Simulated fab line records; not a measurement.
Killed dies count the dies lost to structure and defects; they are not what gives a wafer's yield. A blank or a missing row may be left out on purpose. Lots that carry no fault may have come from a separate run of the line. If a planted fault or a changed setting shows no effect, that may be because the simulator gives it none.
fab line records	flow n5_finfet
[record] lots = 6	wafers = 18	last_day = 18
route steps=1938 shown BEOL_M15@1776
lots that met no fault: from a run of the same line without faults
start_h: hours from the record's first day to the start of the lot's first wafer shown	wait_h: hours since the lot's step before	" repeats the value in the row above	L1.1+2: several wafers, shown together as one row	- no value, or no start given	* or withheld: withheld	< > ~ a bound
route shown NAME@n: NAME is a module with steps in the file, n the number in the route of the first one	usual: the fault-free wafers' mean and standard deviation	same: alike in all rows	chamber/n: place in a boat	sites: readings site by site	_std_site: the standard deviation of these	_edge_site: the outer-site mean with the inner-site mean subtracted	radius_mm: how far each site lies from the wafer's centre	mask NAME#n: copy n	behind: the most recent tool/chamber to have shaped the wafer	hold: why the lot went on hold/how many hours it stayed there/how the hold came to an end	device: the transistor (n, p or np) that didn't switch	end of line: tests run on the same wafers once the route is complete	step lacking rows: just its recipe	killed: at the first sort, the dies lost to defects and structure; wafer yield is something else	map: a wafer's dies, marking killed ones x, the rest . and places with no die _
set.NAME: the run value of the setting; set.NAME@STEP: its run value at that earlier step	model.NAME: the simulator's own value behind a step, which no gauge read
lots at selected steps of the route; one table per step, one row per wafer
services: a tool's chamber out of use, with start hour (start_h, from the record's first day; less than 0 if before it), hours out, and reason
[[steps]]
[step N5_BEOL_M15_COAT_04]
[recipe] spin_rpm = 1704	resist_thk_nm = 800
[step N5_BEOL_M15_EBR_06]
[recipe] solvent = PGMEA	ebr_width_mm = 1.5
[step N5_BEOL_M15_SOFTBAKE_05]
[recipe] temp_c = 130	time_s = 60
[step N5_BEOL_M15_EXPOSE_07]
[recipe] mask_id = V14	na = 0.8	source_shape = annular	sigma_inner = 0.5	sigma_outer = 0.8	polarization = unpolarized	attpsm_phase_deg = 180	dose_mj = 41.25
[step N5_BEOL_M15_PEB_08]
[recipe] peb_temp_c = 130	peb_time_s = 90
[step N5_BEOL_M15_DEVELOP_09]
[recipe] develop_time_s = 45	rinse_liquid = diw	dry = air_spin	dev_temp_c = 21
[step N5_BEOL_M15_HARDBAKE_14]
[recipe] temp_c = 130	time_s = 120
[step N5_BEOL_M15_CD_MEAS_10]
[recipe] target_cd_nm = 360	landing_energy_ev = 500	detector = se_inlens	polarity = opening
[usual] cd_nm = 360.6/1.7
lot.wafer	tool	chamber	start_h	wait_h	cd_nm
L700.1	cd_sem-02	0	256.07	-	358.6
L700.3	"	0	"	"	358.3
L700.4	"	0	"	"	360.6
L703.3	cd_sem-02	0	295.42	-	359.7
L703.4	"	0	"	"	361.1
L703.6	"	0	"	"	359.4
L706.2	cd_sem-02	0	304.70	-	360.7
L706.3	"	0	"	"	360.2
L706.4	"	0	"	"	357.1
L709.2	cd_sem-03	0	320.84	-	359.7
L709.5	"	0	"	"	361.8
L709.6	"	0	"	"	363.6
L720.2	cd_sem-01	0	386.18	-	358.6
L720.5	"	0	"	"	362.1
L720.6	"	0	"	"	363.4
L722.2	cd_sem-02	0	400.89	-	358.7
L722.4	"	0	"	"	357.6
L722.6	"	0	"	"	359.9
[step N5_BEOL_M15_OVL_MEAS_11]
[recipe] points_per_wafer = 44
[usual] V14_OVL = -2/6.2
lot.wafer	tool	chamber	start_h	wait_h	V14_OVL[nm]
L700.1	overlay-01	0	256.10	0.0	-2
L700.3	"	0	"	"	1
L700.4	"	0	"	"	6
L703.3	overlay-02	0	295.45	0.0	-4
L703.4	"	0	"	"	-4
L703.6	"	0	"	"	-6
L706.2	overlay-02	0	304.73	0.0	5
L706.3	"	0	"	"	1
L706.4	"	0	"	"	2
L709.2	overlay-02	0	320.87	0.0	-6
L709.5	"	0	"	"	-6
L709.6	"	0	"	"	-4
L720.2	overlay-01	0	386.21	0.0	-4
L720.5	"	0	"	"	-2
L720.6	"	0	"	"	-6
L722.2	overlay-01	0	400.92	0.0	-5
L722.4	"	0	"	"	-6
L722.6	"	0	"	"	0
[step N5_BEOL_M15_INSPECT_12]
[recipe] mode = adi	inspect_instrument = macro
[usual] raw_defect_count = 1.9/1.4
lot.wafer	tool	chamber	start_h	wait_h	raw_defect_count
L700.1	defect_inspect-01	-	256.13	0.0	4
L700.3	"	-	"	"	2
L700.4	"	-	"	"	2
L703.3	defect_inspect-01	-	295.48	0.0	1
L703.4	"	-	"	"	2
L703.6	"	-	"	"	0
L706.2	defect_inspect-02	-	304.75	0.0	2
L706.3	"	-	"	"	3
L706.4	"	-	"	"	6
L709.2	defect_inspect-02	-	320.90	0.0	5
L709.5	"	-	"	"	1
L709.6	"	-	"	"	2
L720.2	defect_inspect-02	-	386.23	0.0	0
L720.5	"	-	"	"	2
L720.6	"	-	"	"	1
L722.2	defect_inspect-02	-	400.94	0.0	1
L722.4	"	-	"	"	0
L722.6	"	-	"	"	2
[step N5_BEOL_M15_DESCUM_15]
[recipe] chemistry = O2	time_s = 7.9	source_power_w = 50	bias_power_w = 20	pressure_mtorr = 20	rf_frequency_hz = 2.712e+07	temp_c = 40	o2_flow_sccm = 225
[usual] drypump_motor_current_A = 5.9/0.4	o2_flow_sccm = 225.0/0.68	oes_product_au = 0.77/0.096	rf_vpp_V = 243.7/1.5	showerhead_plenum_p_Torr = 2.12/0.083	throttle_valve_pct = 20.43/0.24
lot.wafer	tool	chamber	start_h	wait_h	drypump_motor_current_A	o2_flow_sccm	oes_product_au	rf_hours_counter_h	rf_vpp_V	showerhead_plenum_p_Torr	throttle_valve_pct
L700.1	rie_diel-06	1	256.16	0.0	5.9	225.4	0.82	71	244.5	2.11	20.34
L700.3	"	3	"	"	6.3	226.2	0.77	113	244.1	2.10	20.46
L700.4	"	0	"	"	4.9	224.9	0.99	3	247.6	2.25	20.67
L703.3	rie_diel-05	3	295.58	0.1	5.8	225.4	0.69	224	244.4	2.16	20.62
L703.4	"	3	"	"	5.8	225.6	0.69	-	244.6	2.16	20.62
L703.6	"	0	"	"	5.5	226.2	0.73	-	242.0	2.00	20.70
L706.2	rie_diel-06	2	304.78	0.0	6.4	225.3	0.69	231	241.0	2.08	20.54
L706.3	"	3	"	"	6.3	224.6	0.76	126	241.8	2.10	20.49
L706.4	"	0	"	"	4.9	225.0	0.94	16	244.9	2.24	20.69
L709.2	rie_diel-01	3	320.93	0.0	5.7	226.1	0.70	239	244.6	2.15	20.40
L709.5	"	3	"	"	5.7	225.5	0.71	-	243.5	2.15	20.41
L709.6	"	2	"	"	6.3	225.1	0.70	-	240.8	1.98	20.28
L720.2	rie_diel-01	0	386.27	0.0	5.5	225.7	0.75	135	243.6	2.19	20.66
L720.5	"	0	"	"	5.5	224.4	0.75	-	245.4	2.19	20.66
L720.6	"	1	"	"	6.3	224.8	0.72	-	244.1	2.17	20.20
L722.2	rie_diel-05	1	400.98	0.0	6.1	224.0	0.91	28	246.0	2.21	19.77
L722.4	"	2	"	"	5.6	226.0	0.88	54	243.0	2.14	20.43
L722.6	"	2	"	"	5.7	226.3	0.87	-	245.4	2.14	20.44
[step N5_BEOL_M15_ETCH_59]
[recipe] chemistry = N2/H2	target = BARC	target_depth_a = 890	overetch_a = 267	time_s = 67.9	ion_energy_ev = 200	pressure_mtorr = 30	source_w = 840	bias_w = 150	n2_flow_sccm = 200	h2_flow_sccm = 200
[usual] bias_w = 150.0/0.48	chamber_pressure_mTorr = 30.002/0.028	drypump_motor_current_A = 5.9/0.4	h2_flow_sccm = 200.1/0.61	oes_product_au = 0.66/0.074	rf_vpp_V = 524.7/2.7	showerhead_plenum_p_Torr = 2.57/0.096	throttle_valve_pct = 17.85/0.26
lot.wafer	tool	chamber	start_h	wait_h	bias_w	chamber_pressure_mTorr	drypump_motor_current_A	h2_flow_sccm	oes_product_au	rf_hours_counter_h	rf_vpp_V	showerhead_plenum_p_Torr	throttle_valve_pct
L700.1	rie_diel-06	1	256.20	0.0	150.1	29.993	5.8	200.3	0.70	71	523.5	2.59	17.88
L700.3	"	3	"	"	149.8	29.975	6.3	199.1	0.66	113	524.8	2.57	18.06
L700.4	"	0	"	"	150.3	30.014	4.9	199.8	0.83	3	528.0	2.69	17.88
L703.3	rie_diel-05	3	295.61	0.0	150.3	30.023	5.8	201.0	0.60	224	525.6	2.62	18.12
L703.4	"	3	"	"	150.2	30.041	5.8	200.1	0.60	-	526.4	2.62	18.12
L703.6	"	0	"	"	150.3	29.968	5.5	199.1	0.62	-	519.8	2.42	18.20
L706.2	rie_diel-06	2	304.82	0.0	149.9	30.041	6.4	200.0	0.60	231	524.3	2.49	17.81
L706.3	"	3	"	"	149.8	29.983	6.3	200.3	0.66	126	524.7	2.57	18.09
L706.4	"	0	"	"	150.1	30.025	4.9	199.0	0.77	16	529.3	2.69	17.89
L709.2	rie_diel-01	3	320.97	0.0	150.1	30.002	5.7	199.8	0.60	239	526.4	2.61	17.96
L709.5	"	3	"	"	149.9	30.000	5.8	199.3	0.59	-	524.8	2.61	17.97
L709.6	"	2	"	"	150.4	29.979	6.4	200.6	0.60	-	519.3	2.42	17.79
L720.2	rie_diel-01	0	386.30	0.0	150.3	30.009	5.5	200.7	0.65	135	528.0	2.66	18.00
L720.5	"	0	"	"	150.8	30.004	5.5	200.8	0.65	-	527.4	2.66	18.01
L720.6	"	1	"	"	150.2	29.999	6.3	200.7	0.62	-	525.2	2.62	17.50
L722.2	rie_diel-05	1	401.01	0.0	150.8	29.990	6.1	200.9	0.75	28	528.4	2.71	17.25
L722.4	"	2	"	"	149.0	29.965	5.6	199.4	0.72	54	523.5	2.58	17.73
L722.6	"	2	"	"	149.3	29.991	5.6	200.4	0.73	-	524.8	2.58	17.75
[step N5_BEOL_M15_VIA_ETCH_16]
[recipe] chemistry = C4F8/O2/Ar	target = SiO2	he_inner_torr = 15	he_outer_torr = 30	target_depth_a = 17922	time_s = withheld	ion_energy_ev = 800	pressure_mtorr = 20	source_w = 1905	bias_w = 2040	Ar_flow_sccm = 400	C4F8_flow_sccm = 16	O2_flow_sccm = 12	ends = cleared
[usual] C4F8_flow_sccm = 16.00/0.046	O2_flow_sccm = 12.00/0.038	drypump_motor_current_A = 5.9/0.4	mfc_ar_sccm = 400.0/1.3	oes_product_au = 0.70/0.083	rf_vpp_V = 2230/34	showerhead_plenum_p_Torr = 3.48/0.13	throttle_valve_pct = 30.85/0.27
lot.wafer	tool	chamber	start_h	wait_h	C4F8_flow_sccm	O2_flow_sccm	drypump_motor_current_A	mfc_ar_sccm	oes_product_au	rf_vpp_V	showerhead_plenum_p_Torr	throttle_valve_pct	model.coat_of_BEOL_M15_COAT_04.thk_nm
L700.1	rie_diel-06	1	256.25	0.0	15.99	12.03	5.8	397.9	0.73	2228	3.51	30.99	353.8
L700.3	"	3	"	"	15.97	11.96	6.3	400.4	0.70	2207	3.47	31.04	347.2
L700.4	"	0	"	"	15.91	12.00	4.9	398.8	0.87	2234	3.66	31.17	338.2
L703.3	rie_diel-05	3	295.66	0.0	15.98	12.00	5.8	403.0	0.62	2221	3.55	31.16	336.2
L703.4	"	3	"	"	15.99	12.01	5.8	399.9	0.63	2221	3.55	31.16	339.8
L703.6	"	0	"	"	16.00	12.09	5.6	400.4	0.65	2261	3.29	31.07	330.8
L706.2	rie_diel-06	2	304.87	0.0	-	-	-	-	-	-	-	-	724.8
L706.3	"	3	"	"	-	-	-	-	-	-	-	-	718.8
L706.4	"	0	"	"	-	-	-	-	-	-	-	-	723
L709.2	rie_diel-01	3	321.02	0.0	-	-	-	-	-	-	-	-	720
L709.5	"	3	"	"	-	-	-	-	-	-	-	-	723
L709.6	"	2	"	"	-	-	-	-	-	-	-	-	718.8
L720.2	rie_diel-01	0	386.35	0.0	15.98	12.08	5.5	400.6	0.68	2208	3.59	31.11	335
L720.5	"	0	"	"	16.01	12.05	5.5	400.0	0.69	2207	3.59	31.11	332
L720.6	"	1	"	"	16.01	12.00	6.3	397.0	0.66	2281	3.54	30.44	329.8
L722.2	rie_diel-05	1	401.06	0.0	16.02	11.97	6.1	401.8	0.81	2232	3.65	30.35	334
L722.4	"	2	"	"	15.99	12.01	5.6	401.4	0.77	2267	3.47	30.76	322.6
L722.6	"	2	"	"	15.95	12.01	5.6	399.1	0.77	2270	3.47	30.77	330.4
[step N5_BEOL_M15_STRIP_63]
[recipe] chemistry = O2	power_w = 600	temp_c = 60	pressure_mtorr = 30	rf_frequency_hz = 6e+07	bias_power_w = 0	overash_fraction = 0.3	o2_flow_sccm = 225
[usual] drypump_motor_current_A = 5.9/0.4	o2_flow_sccm = 224.9/0.66	oes_product_au = 0.77/0.095	rf_vpp_V = 3.7/0.77	showerhead_plenum_p_Torr = 2.12/0.083	throttle_valve_pct = 16.67/0.22
lot.wafer	tool	chamber	start_h	wait_h	drypump_motor_current_A	o2_flow_sccm	oes_product_au	rf_hours_counter_h	rf_vpp_V	showerhead_plenum_p_Torr	throttle_valve_pct
L700.1	rie_diel-06	1	-	-	5.8	225.4	0.80	71	5.1	2.12	16.60
L700.3	"	3	"	"	6.3	225.0	0.77	113	2.7	2.11	16.68
L700.4	"	0	"	"	4.9	224.3	0.98	3	2.6	2.25	16.86
L703.3	rie_diel-05	3	-	-	5.8	224.4	0.69	224	3.1	2.16	16.88
L703.4	"	3	"	"	5.8	224.5	0.69	-	4.3	2.16	16.88
L703.6	"	0	"	"	5.5	226.1	0.72	-	3.2	2.00	16.93
L706.2	rie_diel-06	2	-	-	6.3	224.6	0.68	231	2.5	2.09	16.72
L706.3	"	3	"	"	6.3	225.3	0.75	126	4.2	2.10	16.66
L706.4	"	0	"	"	4.9	225.1	0.93	16	2.4	2.25	16.86
L709.2	rie_diel-01	3	-	-	5.7	225.0	0.70	239	3.8	2.15	16.71
L709.5	"	3	"	"	5.7	225.6	0.69	-	2.9	2.15	16.70
L709.6	"	2	"	"	6.4	224.9	0.70	-	6.0	1.98	16.61
L720.2	rie_diel-01	0	-	-	5.5	224.6	0.75	136	3.5	2.20	16.85
L720.5	"	0	"	"	5.5	225.4	0.74	-	4.6	2.20	16.86
L720.6	"	1	"	"	6.3	225.8	0.73	-	3.8	2.18	16.49
L722.2	rie_diel-05	1	-	-	6.1	226.3	0.91	28	3.3	2.22	16.07
L722.4	"	2	"	"	5.6	224.5	0.87	54	4.6	2.14	16.62
L722.6	"	2	"	"	5.6	225.2	0.88	-	2.7	2.14	16.61
[step N5_BEOL_M15_STRIP_64]
[recipe] chemistry = O2	power_w = 600	temp_c = 60	pressure_mtorr = 30	rf_frequency_hz = 6e+07	bias_power_w = 0	overash_fraction = 0.3	o2_flow_sccm = 225
[usual] drypump_motor_current_A = 5.9/0.4	o2_flow_sccm = 225.0/0.7	oes_product_au = 0.77/0.095	rf_vpp_V = 3.6/0.45	showerhead_plenum_p_Torr = 2.12/0.083	throttle_valve_pct = 16.68/0.23
lot.wafer	tool	chamber	start_h	wait_h	drypump_motor_current_A	o2_flow_sccm	oes_product_au	rf_hours_counter_h	rf_vpp_V	showerhead_plenum_p_Torr	throttle_valve_pct
L700.1	rie_diel-06	1	-	-	5.8	224.7	0.81	71	3.3	2.12	16.58
L700.3	"	3	"	"	6.3	225.4	0.77	113	4.0	2.11	16.65
L700.4	"	0	"	"	5.0	223.7	0.98	3	4.6	2.25	16.84
L703.3	rie_diel-05	3	-	-	5.8	225.6	0.70	224	3.2	2.16	16.90
L703.4	"	3	"	"	5.7	225.4	0.69	-	3.5	2.16	16.90
L703.6	"	0	"	"	5.5	226.6	0.72	-	3.2	2.00	16.94
L706.2	rie_diel-06	2	-	-	6.4	225.3	0.68	231	2.8	2.09	16.77
L706.3	"	3	"	"	6.3	224.4	0.75	126	3.8	2.10	16.69
L706.4	"	0	"	"	4.9	225.6	0.94	16	3.2	2.25	16.88
L709.2	rie_diel-01	3	-	-	5.7	225.0	0.70	239	3.8	2.15	16.69
L709.5	"	3	"	"	5.7	224.5	0.69	-	3.8	2.15	16.70
L709.6	"	2	"	"	6.4	225.4	0.70	-	3.6	1.98	16.57
L720.2	rie_diel-01	0	-	-	5.5	225.0	0.76	136	4.4	2.20	16.87
L720.5	"	0	"	"	5.4	225.2	0.75	-	3.6	2.20	16.87
L720.6	"	1	"	"	6.3	226.6	0.72	-	3.2	2.18	16.51
L722.2	rie_diel-05	1	-	-	6.1	225.3	0.90	28	3.4	2.22	16.04
L722.4	"	2	"	"	5.6	225.7	0.87	54	3.2	2.14	16.63
L722.6	"	2	"	"	5.6	224.7	0.87	-	3.2	2.14	16.63
[step N5_BEOL_M15_STRIP_65]
[recipe] chemistry = post_etch_residue_remover	time_s = 60	temp_c = 25	remover_ph = withheld	remover_water_wt_pct = withheld	remover_fluoride_wt_pct = withheld
[step N5_BEOL_M15_SRD_66]
[recipe] time_s = 30	temp_c = 23	rinse_liquid = diw	dry = n2_spin	spin_rpm = 1500	dry_time_s = 30
[step N5_BEOL_M15_CD_MEAS_17]
[recipe] target_cd_nm = 360	polarity = opening
[usual] cd_nm = 361.2/1.8
lot.wafer	tool	chamber	start_h	wait_h	cd_nm
L700.1	cd_sem-01	-	256.66	0.0	358.4
L700.3	"	-	"	"	358.4
L700.4	"	-	"	"	361.9
L703.3	cd_sem-02	-	296.08	0.0	360.1
L703.4	"	-	"	"	362.2
L703.6	"	-	"	"	359.0
L706.2	cd_sem-01	-	305.28	0.0	-
L706.3	"	-	"	"	-
L706.4	"	-	"	"	-
L709.2	cd_sem-03	-	321.43	0.0	-
L709.5	"	-	"	"	-
L709.6	"	-	"	"	-
L720.2	cd_sem-01	-	386.77	0.0	358.3
L720.5	"	-	"	"	362.1
L720.6	"	-	"	"	363.3
L722.2	cd_sem-02	-	401.48	0.0	358.5
L722.4	"	-	"	"	357.4
L722.6	"	-	"	"	360.4
[step N5_BEOL_M15_COAT_56]
[recipe] resist = SOC	temp_c = 250	time_s = 60	spin_rpm = 1500	resist_thk_nm = 550
[[services]]
tool	chamber	start_h	hours	kind
rie_diel-01	-	243.61	0.2	repair
rie_diel-06	0	271.64	2.8	repair
rie_diel-05	1	280.56	-	clean
rie_diel-05	1	280.56	-	consumable_replace:focus_ring
rie_diel-05	1	280.56	-	consumable_replace:showerhead
rie_diel-05	1	280.56	29.9	scheduled_down
rie_diel-05	1	280.56	29.9	vent_cycle
rie_diel-05	2	296.80	2.9	repair
rie_diel-06	3	316.56	4.0	repair
rie_diel-06	-	325.45	14.6	pm
rie_diel-01	-	336.07	0.2	repair
rie_diel-01	0	347.03	9.4	repair
rie_diel-01	3	356.46	-	clean
rie_diel-01	3	356.46	-	consumable_replace:focus_ring
rie_diel-01	3	356.46	21.5	scheduled_down
rie_diel-01	3	356.46	21.5	vent_cycle
rie_diel-05	1	366.67	2.3	repair
rie_diel-05	3	368.93	-	clean
rie_diel-05	3	368.93	-	consumable_replace:focus_ring
rie_diel-05	3	368.93	21.4	scheduled_down
rie_diel-05	3	368.93	21.4	vent_cycle
rie_diel-06	2	381.02	-	clean
rie_diel-06	2	381.02	-	consumable_replace:focus_ring
rie_diel-06	2	381.02	19.3	scheduled_down
[[key]]
[first_sign] step = N5_BEOL_M15_VIA_ETCH_16	reading = tool_record	direction = missing
[effect] step = N5_BEOL_M15_CD_MEAS_17	reading = cd_nm	direction = missing
[model_effect] step = N5_BEOL_M15_VIA_ETCH_16	value = coat_of_BEOL_M15_COAT_04.thk_nm	without = 341.5	struck = 721.4
met_at N5_BEOL_M15_VIA_ETCH_16
struck_wafers L706.2,L706.3,L706.4,L709.2,L709.5,L709.6
later_rows_left_out L706.2,L706.3,L706.4,L709.2,L709.5,L709.6
sort_left_out L706.2,L706.3,L706.4,L709.2,L709.5,L709.6
onset_between 256.25 304.87
[fault] kind = skipped_step_whole	tool = rie_diel-01,rie_diel-06	chamber = -	onset_h = 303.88	steps = N5_BEOL_M15_VIA_ETCH_16	scope = struck_lots_only
// sort_left_out: the simulated sort isn't trusted on such a fault, so these wafers' sort isn't shown, and their yield isn't known
// later_rows_left_out: the simulator's readings of these wafers behind a module that went badly wrong aren't trusted and aren't shown, but for the sort
